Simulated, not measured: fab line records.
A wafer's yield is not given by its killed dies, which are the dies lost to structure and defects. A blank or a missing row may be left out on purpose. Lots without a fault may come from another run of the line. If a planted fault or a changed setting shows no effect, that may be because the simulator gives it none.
Which of the tools did it? :: flow n5_finfet :: 9 lots with 27 wafers sampled at 5 steps, on a route of 1938 steps

## WHAT THE GAUGES SHOWED, per wafer
N5_BEOL_M4_RC_MEAS_101. Usual: DIBL_N 36.3 mV/V, standard deviation 1.2; DIBL_P 36.7 mV/V, standard deviation 1.5; IOFF_N 0.164 nA/um, standard deviation 0.02; IOFF_P 0.214 nA/um, standard deviation 0.024; ION_N 673 uA/um, standard deviation 8.5; ION_P 461 uA/um, standard deviation 5.9; SS_N 71.6 mV/dec, standard deviation 0.44; SS_P 73.3 mV/dec, standard deviation 0.55; VT_N 249.4 mV, standard deviation 2.4; VT_P -250.0 mV, standard deviation 2.3.
lot: L353
measured: day 7 14:05
on: prober-01
DIBL_N (mV/V): 36.3 35.6 36.4
DIBL_P (mV/V): 35.8 34.9 35.2
IOFF_N (nA/um): 0.162 0.149 0.160
IOFF_P (nA/um): 0.194 0.182 0.188
ION_N (uA/um): 674 654 655
ION_P (uA/um): 458 449 453
SS_N (mV/dec): 71.9 71.7 71.4
SS_P (mV/dec): 73.4 73.3 74.0
VT_N (mV): 249.4 250.6 249.2
VT_P (mV): -251.8 -255.3 -251.0
flag: 

lot: L354
measured: day 8 04:02
on: prober-02
DIBL_N (mV/V): 36.6 36.5 37.0
DIBL_P (mV/V): 35.3 34.2 35.8
IOFF_N (nA/um): 0.157 0.150 0.172
IOFF_P (nA/um): 0.211 0.201 0.227
ION_N (uA/um): 666 667 672
ION_P (uA/um): 463 459 464
SS_N (mV/dec): 71.3 72.1 71.7
SS_P (mV/dec): 72.8 73.1 73.0
VT_N (mV): 249.4 252.6 248.8
VT_P (mV): -248.3 -251.7 -248.0
flag: 

lot: L356
measured: day 8 06:36
on: prober-02
DIBL_N (mV/V): 37.0 35.4 34.7
DIBL_P (mV/V): 37.7 36.0 35.2
IOFF_N (nA/um): 0.187 0.150 0.138
IOFF_P (nA/um): 0.214 0.183 0.173
ION_N (uA/um): 688 673 665
ION_P (uA/um): 461 456 456
SS_N (mV/dec): 72.5 71.9 71.7
SS_P (mV/dec): 73.3 73.1 72.8
VT_N (mV): 246.9 251.1 250.6
VT_P (mV): -248.0 -253.8 -253.1
flag: 

lot: L358
measured: day 9 13:40
on: prober-01
DIBL_N (mV/V): 37.4 37.9 36.1
DIBL_P (mV/V): 37.3 38.3 36.5
IOFF_N (nA/um): 0.179 0.193 0.152
IOFF_P (nA/um): 0.263 0.274 0.238
ION_N (uA/um): 691 672 689
ION_P (uA/um): 480 466 474
SS_N (mV/dec): 71.8 72.1 71.8
SS_P (mV/dec): 73.7 74.0 73.6
VT_N (mV): 247.9 243.3 246.9
VT_P (mV): -244.0 -242.7 -246.4
flag: 

lot: L359
measured: day 9 11:40
on: prober-01
DIBL_N (mV/V): 36.4 33.3 35.5
DIBL_P (mV/V): 36.7 33.2 35.5
IOFF_N (nA/um): 0.144 0.112 0.134
IOFF_P (nA/um): 0.225 0.173 0.205
ION_N (uA/um): 652 676 669
ION_P (uA/um): 459 465 464
SS_N (mV/dec): 70.8 70.8 71.2
SS_P (mV/dec): 73.0 71.9 72.8
VT_N (mV): 252.7 254.2 252.9
VT_P (mV): -248.0 -249.8 -250.0
flag: 

lot: L361
measured: day 10 18:01
on: prober-01
DIBL_N (mV/V): 36.1 35.7 37.2
DIBL_P (mV/V): 37.7 37.2 39.5
IOFF_N (nA/um): 0.172 0.164 0.199
IOFF_P (nA/um): 0.219 0.210 0.248
ION_N (uA/um): 683 677 689
ION_P (uA/um): 464 464 465
SS_N (mV/dec): 71.6 72.1 72.6
SS_P (mV/dec): 73.4 73.6 75.0
VT_N (mV): 248.2 248.6 244.6
VT_P (mV): -248.6 -251.2 -247.5
flag: 

lot: L365
measured: day 11 07:54
on: prober-02
DIBL_N (mV/V): 37.8 36.2 37.2
DIBL_P (mV/V): 36.6 35.0 35.5
IOFF_N (nA/um): 0.164 0.148 0.161
IOFF_P (nA/um): 0.201 0.183 0.202
ION_N (uA/um): 673 663 663
ION_P (uA/um): 456 451 451
SS_N (mV/dec): 71.4 71.5 72.0
SS_P (mV/dec): 73.5 73.3 73.1
VT_N (mV): 248.8 250.9 250.2
VT_P (mV): -251.1 -253.0 -249.0
flag: 

lot: L369
measured: day 12 05:11
on: prober-02
DIBL_N (mV/V): 36.0 34.2 35.2
DIBL_P (mV/V): 36.7 33.7 34.7
IOFF_N (nA/um): 0.159 0.129 0.141
IOFF_P (nA/um): 0.232 0.190 0.192
ION_N (uA/um): 679 669 663
ION_P (uA/um): 466 463 457
SS_N (mV/dec): 72.1 71.5 71.1
SS_P (mV/dec): 73.3 72.7 72.7
VT_N (mV): 249.3 251.4 250.4
VT_P (mV): -248.2 -248.6 -251.4
flag: 

lot: L374
measured: day 13 12:11
on: prober-01
DIBL_N (mV/V): 36.0 37.5 36.9
DIBL_P (mV/V): 36.4 38.9 38.2
IOFF_N (nA/um): 0.163 0.194 0.180
IOFF_P (nA/um): 0.219 0.256 0.244
ION_N (uA/um): 675 671 674
ION_P (uA/um): 461 460 465
SS_N (mV/dec): 71.3 71.9 71.4
SS_P (mV/dec): 73.2 73.7 73.9
VT_N (mV): 246.9 245.0 247.3
VT_P (mV): -248.3 -248.7 -248.9
flag: 

## EACH LOT AND THE TOOL THAT RAN IT (in order: tool; ch and the chambers of the sampled wafers; start)
lot: L353
N5_HKMG_FIN_STRIP_92: rie_diel-01 ch 1,2, day 4 03:05
N5_HKMG_FIN_ALD_21: ald_metal-03 ch 0,1,2, day 4 06:11
N5_HKMG_FIN_ALD_72: cvd_w-01 ch 0,1, day 4 06:32
N5_HKMG_FIN_CMP_94: cmp-02 ch 0,1,3, day 4 07:16

lot: L354
N5_HKMG_FIN_STRIP_92: rie_diel-01 ch 1,2,3, day 4 11:38
N5_HKMG_FIN_ALD_21: ald_metal-01 ch 0,1,3, day 4 14:22
N5_HKMG_FIN_ALD_72: cvd_w-02 ch 0,1, day 4 14:45
N5_HKMG_FIN_CMP_94: cmp-04 ch 1,2, day 4 15:23

lot: L356
N5_HKMG_FIN_STRIP_92: rie_diel-03 ch 0,1,2, day 4 22:16
N5_HKMG_FIN_ALD_21: ald_metal-01 ch 0,1,3, day 5 01:00
N5_HKMG_FIN_ALD_72: cvd_w-02 ch 0,1, day 5 01:22
N5_HKMG_FIN_CMP_94: cmp-02 ch 1,2,3, day 5 02:01

lot: L358
N5_HKMG_FIN_STRIP_92: rie_diel-01 ch 1,2,3, day 5 11:03
N5_HKMG_FIN_ALD_21: ald_metal-03 ch 0,1,2, day 5 13:45
N5_HKMG_FIN_ALD_72: cvd_w-02 ch 0,1, day 5 14:07
N5_HKMG_FIN_CMP_94: cmp-04 ch 0,1, day 5 14:48

lot: L359
N5_HKMG_FIN_STRIP_92: rie_diel-04 ch 0,3, day 5 17:20
N5_HKMG_FIN_ALD_21: ald_metal-03 ch 1,3, day 5 20:11
N5_HKMG_FIN_ALD_72: cvd_w-01 ch 0, day 5 20:33
N5_HKMG_FIN_CMP_94: cmp-04 ch 1,2, day 5 21:17

lot: L361
N5_HKMG_FIN_STRIP_92: rie_diel-04 ch 1,2, day 6 15:35
N5_HKMG_FIN_ALD_21: ald_metal-03 ch 1,3, day 6 18:16
N5_HKMG_FIN_ALD_72: cvd_w-02 ch 0,1, day 6 18:39
N5_HKMG_FIN_CMP_94: cmp-02 ch 1,3, day 6 19:17

lot: L365
N5_HKMG_FIN_STRIP_92: rie_diel-04 ch 0,2, day 7 11:23
N5_HKMG_FIN_ALD_21: ald_metal-01 ch 0,3, day 7 14:04
N5_HKMG_FIN_ALD_72: cvd_w-01 ch 1, day 7 14:26
N5_HKMG_FIN_CMP_94: cmp-03 ch 0,2,3, day 7 15:07

lot: L369
N5_HKMG_FIN_STRIP_92: rie_diel-04 ch 0,1,2, day 8 13:34
N5_HKMG_FIN_ALD_21: ald_metal-04 ch 0,2,3, day 8 16:16
N5_HKMG_FIN_ALD_72: cvd_w-02 ch 0,1, day 8 16:38
N5_HKMG_FIN_CMP_94: cmp-02 ch 1,2,3, day 8 17:17

lot: L374
N5_HKMG_FIN_STRIP_92: rie_diel-01 ch 0,1, day 9 13:59
N5_HKMG_FIN_ALD_21: ald_metal-04 ch 2,3, day 9 16:52
N5_HKMG_FIN_ALD_72: cvd_w-02 ch 1, day 9 17:14
N5_HKMG_FIN_CMP_94: cmp-03 ch 0,1,2, day 9 17:57
- N5_HKMG_FIN_STRIP_92: strips SOC in N2/H2, time 20 s.
- N5_HKMG_FIN_ALD_21: deposits TiN, target thk 1.5 nm, pulse time 1 s, purge time 3 s.
- N5_HKMG_FIN_ALD_72: deposits W, target thk 2 nm, pulse time 1 s, purge time 2 s.
- N5_HKMG_FIN_CMP_94: polishes, stops on SiNx, t overpolish 4.7 s, target thk 43.299 nm.

## AS READ BY THE TOOLS THEMSELVES (means over the sampled wafers that have a number; for cases with no such wafer, the mark the record gives instead)
N5_HKMG_FIN_STRIP_92. Usual: drypump_motor_current_A 5.9 A, standard deviation 0.42; n2_flow_sccm 300.0 sccm, standard deviation 0.87; oes_product_au 0.75 a.u., standard deviation 0.068; rf_vpp_V 54.1 V, standard deviation 0.75; showerhead_plenum_p_Torr 3.38 Torr, standard deviation 0.075; throttle_valve_pct 19.27 %, standard deviation 0.24.
lot: L353
tool: rie_diel-01
drypump_motor_current_A (A): 6.2
n2_flow_sccm (sccm): 299.5
oes_product_au (a.u.): 0.78
rf_vpp_V (V): 54.3
showerhead_plenum_p_Torr (Torr): 3.38
throttle_valve_pct (%): 19.25
flag: 

lot: L354
tool: rie_diel-01
drypump_motor_current_A (A): 6.2
n2_flow_sccm (sccm): 300.4
oes_product_au (a.u.): 0.82
rf_vpp_V (V): 53.9
showerhead_plenum_p_Torr (Torr): 3.39
throttle_valve_pct (%): 19.26
flag: 

lot: L356
tool: rie_diel-03
drypump_motor_current_A (A): 5.8
n2_flow_sccm (sccm): 299.1
oes_product_au (a.u.): 0.72
rf_vpp_V (V): 53.6
showerhead_plenum_p_Torr (Torr): 3.39
throttle_valve_pct (%): 19.19
flag: 

lot: L358
tool: rie_diel-01
drypump_motor_current_A (A): 6.2
n2_flow_sccm (sccm): 300.3
oes_product_au (a.u.): 0.81
rf_vpp_V (V): 54.6
showerhead_plenum_p_Torr (Torr): 3.38
throttle_valve_pct (%): 19.28
flag: 

lot: L359
tool: rie_diel-04
drypump_motor_current_A (A): 5.9
n2_flow_sccm (sccm): 299.5
oes_product_au (a.u.): 0.71
rf_vpp_V (V): 53.5
showerhead_plenum_p_Torr (Torr): 3.32
throttle_valve_pct (%): 19.48
flag: 

lot: L361
tool: rie_diel-04
drypump_motor_current_A (A): 5.5
n2_flow_sccm (sccm): 301.0
oes_product_au (a.u.): 0.77
rf_vpp_V (V): 55.0
showerhead_plenum_p_Torr (Torr): 3.46
throttle_valve_pct (%): 19.43
flag: 

lot: L365
tool: rie_diel-04
drypump_motor_current_A (A): 5.3
n2_flow_sccm (sccm): 299.1
oes_product_au (a.u.): 0.72
rf_vpp_V (V): 54.2
showerhead_plenum_p_Torr (Torr): 3.34
throttle_valve_pct (%): 19.30
flag: 

lot: L369
tool: rie_diel-04
drypump_motor_current_A (A): 5.4
n2_flow_sccm (sccm): 299.4
oes_product_au (a.u.): 0.73
rf_vpp_V (V): 53.6
showerhead_plenum_p_Torr (Torr): 3.39
throttle_valve_pct (%): 19.41
flag: 

lot: L374
tool: rie_diel-01
drypump_motor_current_A (A): 6.6
n2_flow_sccm (sccm): 299.6
oes_product_au (a.u.): 0.76
rf_vpp_V (V): 53.9
showerhead_plenum_p_Torr (Torr): 3.40
throttle_valve_pct (%): 19.40
flag: 

N5_HKMG_FIN_ALD_21. Usual: heater_power_w 894 W, standard deviation 92; precursor_pulse_height_rel 1.000, standard deviation 0.02.
lot: L353
tool: ald_metal-03
heater_power_w (W): 816
precursor_pulse_height_rel: 1.000
flag: 

lot: L354
tool: ald_metal-01
heater_power_w (W): 913
precursor_pulse_height_rel: 0.987
flag: 

lot: L356
tool: ald_metal-01
heater_power_w (W): 909
precursor_pulse_height_rel: 0.990
flag: 

lot: L358
tool: ald_metal-03
heater_power_w (W): 803
precursor_pulse_height_rel: 1.038
flag: 

lot: L359
tool: ald_metal-03
heater_power_w (W): 891
precursor_pulse_height_rel: 1.009
flag: 

lot: L361
tool: ald_metal-03
heater_power_w (W): 955
precursor_pulse_height_rel: 1.004
flag: 

lot: L365
tool: ald_metal-01
heater_power_w (W): 910
precursor_pulse_height_rel: 0.977
flag: 

lot: L369
tool: ald_metal-04
heater_power_w (W): 859
precursor_pulse_height_rel: 0.995
flag: 

lot: L374
tool: ald_metal-04
heater_power_w (W): 797
precursor_pulse_height_rel: 1.011
flag: 

N5_HKMG_FIN_ALD_72. Usual: heater_power_w 474 W, standard deviation 78; precursor_pulse_height_rel 0.997, standard deviation 0.021.
lot: L353
tool: cvd_w-01
heater_power_w (W): 452
precursor_pulse_height_rel: 0.983
flag: 

lot: L354
tool: cvd_w-02
heater_power_w (W): 529
precursor_pulse_height_rel: 1.009
flag: 

lot: L356
tool: cvd_w-02
heater_power_w (W): 463
precursor_pulse_height_rel: 0.992
flag: 

lot: L358
tool: cvd_w-02
heater_power_w (W): 531
precursor_pulse_height_rel: 1.000
flag: 

lot: L359
tool: cvd_w-01
heater_power_w (W): 430
precursor_pulse_height_rel: 1.003
flag: 

lot: L361
tool: cvd_w-02
heater_power_w (W): 464
precursor_pulse_height_rel: 0.987
flag: 

lot: L365
tool: cvd_w-01
heater_power_w (W): 468
precursor_pulse_height_rel: 1.005
flag: 

lot: L369
tool: cvd_w-02
heater_power_w (W): 468
precursor_pulse_height_rel: 0.979
flag: 

lot: L374
tool: cvd_w-02
heater_power_w (W): 597
precursor_pulse_height_rel: 1.011
flag: 

N5_HKMG_FIN_CMP_94. Usual: motor_current_A reads 12.1 A (standard deviation 1.5).
lot: L353
tool: cmp-02
motor_current_A (A): 13.0
flag: 

lot: L354
tool: cmp-04
motor_current_A (A): 13.5
flag: 

lot: L356
tool: cmp-02
motor_current_A (A): 12.6
flag: 

lot: L358
tool: cmp-04
motor_current_A (A): 12.3
flag: 

lot: L359
tool: cmp-04
motor_current_A (A): 13.2
flag: 

lot: L361
tool: cmp-02
motor_current_A (A): 14.0
flag: 

lot: L365
tool: cmp-03
motor_current_A (A): 12.0
flag: 

lot: L369
tool: cmp-02
motor_current_A (A): 12.6
flag: 

lot: L374
tool: cmp-03
motor_current_A (A): 11.2
flag: 

## THE ANSWER, worked out from the rows above alone
Rule: lot off if the mean of its wafers having a number is beyond 3 standard deviations from the usual mean. A lot without any number at a reading at which 4 lots or more have one is off too. Where the step has rows for the other lots, those lots are counted as sound. Order of review: gauges by route order, followed by the tools' own readings, for which a lot's mean as printed above is used. At the first step where some lot is off, the reading lying furthest off is the one used; lots without a number count as furthest.
Nothing can be told from this: no lot is off at any reading shown.

## WHAT HAD BEEN PUT IN BY THE SIMULATOR
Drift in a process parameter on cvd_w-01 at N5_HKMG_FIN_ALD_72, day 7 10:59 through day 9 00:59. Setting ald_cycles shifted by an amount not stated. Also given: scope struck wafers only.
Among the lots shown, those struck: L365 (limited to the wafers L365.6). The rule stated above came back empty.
